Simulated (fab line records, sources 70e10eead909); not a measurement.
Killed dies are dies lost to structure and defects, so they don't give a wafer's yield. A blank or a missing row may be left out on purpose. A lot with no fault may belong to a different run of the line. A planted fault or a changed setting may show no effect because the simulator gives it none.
Chamber matching :: flow nand harc :: NHARC_A_STAIRCASE_TRIM_229 on rie diel-12: 4 sister chambers
The step chemistry O2, time 211.2 s. 4 wafers are shown with their chamber, then 9 later ones without.

== WAFERS, EACH WITH ITS CHAMBER ==
wafer: L088.3
chamber: 0
showerhead plenum p Torr (Torr): 3.65

wafer: L090.1
chamber: 3
showerhead plenum p Torr (Torr): 3.63

wafer: L089.1
chamber: 2
showerhead plenum p Torr (Torr): 3.34

wafer: L089.5
chamber: 1
showerhead plenum p Torr (Torr): 3.78

== WAFERS WITHOUT THEIR CHAMBER ==
wafer: L091.1
showerhead plenum p Torr (Torr): 3.65

wafer: L091.4
showerhead plenum p Torr (Torr): 3.78

wafer: L091.6
showerhead plenum p Torr (Torr): 3.34

wafer: L093.1
showerhead plenum p Torr (Torr): 3.78

wafer: L093.2
showerhead plenum p Torr (Torr): 3.34

wafer: L093.6
showerhead plenum p Torr (Torr): 3.78

wafer: L094.1
showerhead plenum p Torr (Torr): 3.77

wafer: L094.4
showerhead plenum p Torr (Torr): 3.33

wafer: L094.6
showerhead plenum p Torr (Torr): 3.33

== EACH ONE'S CHAMBER ==
wafer: L091.1
from the rows above: 0
in truth: 0

wafer: L091.4
from the rows above: 1
in truth: 1

wafer: L091.6
from the rows above: 2
in truth: 2

wafer: L093.1
from the rows above: 1
in truth: 1

wafer: L093.2
from the rows above: 2
in truth: 2

wafer: L093.6
from the rows above: 1
in truth: 1

wafer: L094.1
from the rows above: 1
in truth: 1

wafer: L094.4
from the rows above: 2
in truth: 2

wafer: L094.6
from the rows above: 2
in truth: 2
Correct placement for 9 of the 9. Number that these rows cannot place: 0. Placed wrongly: 0.
How it was worked out, from the rows above alone: a wafer's distance from a chamber is the root of the sum, over the readings, of the square of ((its reading less the chamber's mean) divided by the reading's scatter). If the next closest chamber is less than 2 further off than the closest, the wafer can't be placed; otherwise it belongs to the closest. For every chamber, the mean is computed from those of its wafers that are shown. The scatter (one wafer shown for each chamber): square how far every hidden wafer sits from the nearest shown wafer, average those squares and take the square root.
